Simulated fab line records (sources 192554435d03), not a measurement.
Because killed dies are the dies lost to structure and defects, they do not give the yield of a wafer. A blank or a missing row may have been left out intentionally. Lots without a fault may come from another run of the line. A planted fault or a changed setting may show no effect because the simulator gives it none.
Lot-split experiment ; flow n5Finfet ; on a route of 1938 steps: 7 lots, 21 wafers read

THE SPLIT ITSELF
At N5_FIN_CUT_COAT_19 (time 60 s, resist thk 20 nm), the setting spinRpm was moved away from the recipe's 1500 rpm on 6 of the 21 wafers read, by -11.2% to -4.2%. For the rest of the wafers, this setting stayed at what the recipe calls for.

FROM THE SPLIT TO THE READING: what the file shows between them, 4 steps
- N5_FIN_CUT_COAT_29: time 60 s, resist thk 10 nm
- N5_FIN_CUT_COAT_02: resist thk 30 nm
- N5_FIN_CUT_DESCUM_13: chemistry O2, time 7 s
- N5_FIN_CUT_ETCH_30: etches underlayer in N2/H2, target depth 13 nm, time 10.4 s

THE READING
etch.depthNm (the simulator's own value, which no gauge read), in nm, at N5_FIN_CUT_ETCH_20 (etches SiARC in CF4, target depth 26 nm, time 43.3 s). The file does not state a usual value for it. Average 20.01 nm, standard deviation 0.028 nm, over the 15 wafers here run with the recipe.

wafer;tool, chamber at the split;spinRpm as run, rpm;against the recipe;etch.depthNm, nm;against lot-mates on the recipe
L074.3;lithoTrack-04, 0;1500;recipe;20.02;-
L074.4;lithoTrack-04, 0;1500;recipe;20.01;-
L074.6;lithoTrack-04, 0;1500;recipe;20;-
L076.1;lithoTrack-01, 0;1500;recipe;20;-
L076.3;lithoTrack-01, 0;1343;-10.5%;21.12;+1.10
L076.4;lithoTrack-01, 0;1500;recipe;20.05;-
L085.1;lithoTrack-04, 0;1500;recipe;20.02;-
L085.2;lithoTrack-04, 0;1437;-4.2%;20.42;+0.43
L085.6;lithoTrack-04, 0;1500;recipe;19.96;-
L086.1;lithoTrack-01, 0;1500;recipe;20.02;-
L086.4;lithoTrack-01, 0;1332;-11.2%;21.25;+1.23
L086.6;lithoTrack-01, 0;1332;-11.2%;21.26;+1.24
L089.1;lithoTrack-01, 0;1500;recipe;20.06;-
L089.4;lithoTrack-01, 0;1500;recipe;20.01;-
L089.6;lithoTrack-01, 0;1500;recipe;19.97;-
L090.1;lithoTrack-04, 0;1500;recipe;19.98;-
L090.3;lithoTrack-04, 0;1342;-10.5%;21.07;+1.09
L090.6;lithoTrack-04, 0;1500;recipe;19.97;-
L093.4;lithoTrack-05, 0;1437;-4.2%;20.4;+0.39
L093.5;lithoTrack-05, 0;1500;recipe;20.02;-
L093.6;lithoTrack-05, 0;1500;recipe;19.99;-

THE FIT
A straight line over all 21 wafers: etch.depthNm changes by -0.108 nm for each +1% of spinRpm; r = -1.00; the points scatter about the line by 0.036 nm.
The same after taking each lot's own level away (the mean of its wafers on the recipe; 21 wafers): -0.107 nm for each +1%; r = -1.00; scatter 0.028 nm.
On that fit, the largest move of spinRpm shifts the reading by 1.2 nm.
The span of the lots' own levels, 19.975 to 20.025 nm, comes to 1.8 times the standard deviation stated above.
Hence the lot-to-lot level has little effect on the slope; both slopes agree.
Check: for one of the wafers moved furthest among these (-11.2%), held out of the fit, the line's prediction against its lot-mates is +1.19 nm. Against them it came out at +1.23 nm.

ADDITIONAL SPLITS CARRIED BY THESE WAFERS
Before the reading, these wafers also passed through other splits. Each is held against what the fit with the lots' levels taken away leaves over:
other split on the same wafers;wafers away from the commonest value;r with etch.depthNm (lot level and that fit taken away)
N5_PMOS_HMC_CHANNEL_EPI_EXPOSE_06 doseMj;8;+0.17
N5_PMOS_HMC_CHANNEL_EPI_ETCH_32 biasW;9;-0.26

THE WHOLE CHAIN: every reading that the file lists as answering this split, in the file's order
step;what it does;reading;change (the file's fit);r (the file's)
N5_FIN_CUT_COAT_19;time 60 s, resist thk 20 nm;SiARC_of_FIN_CUT_COAT_19.thkNm (the simulator's own value, which no gauge read);-0.105 nm for each +1% of the setting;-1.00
N5_FIN_CUT_ETCH_20;etches SiARC in CF4, target depth 26 nm, time 43.3 s;etch.depthNm (the simulator's own value, which no gauge read);-0.106 nm for each +1% of the setting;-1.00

FILE'S OWN FIT
etch.depthNm changes by -0.106 nm for each +1% of spinRpm, r = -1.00.
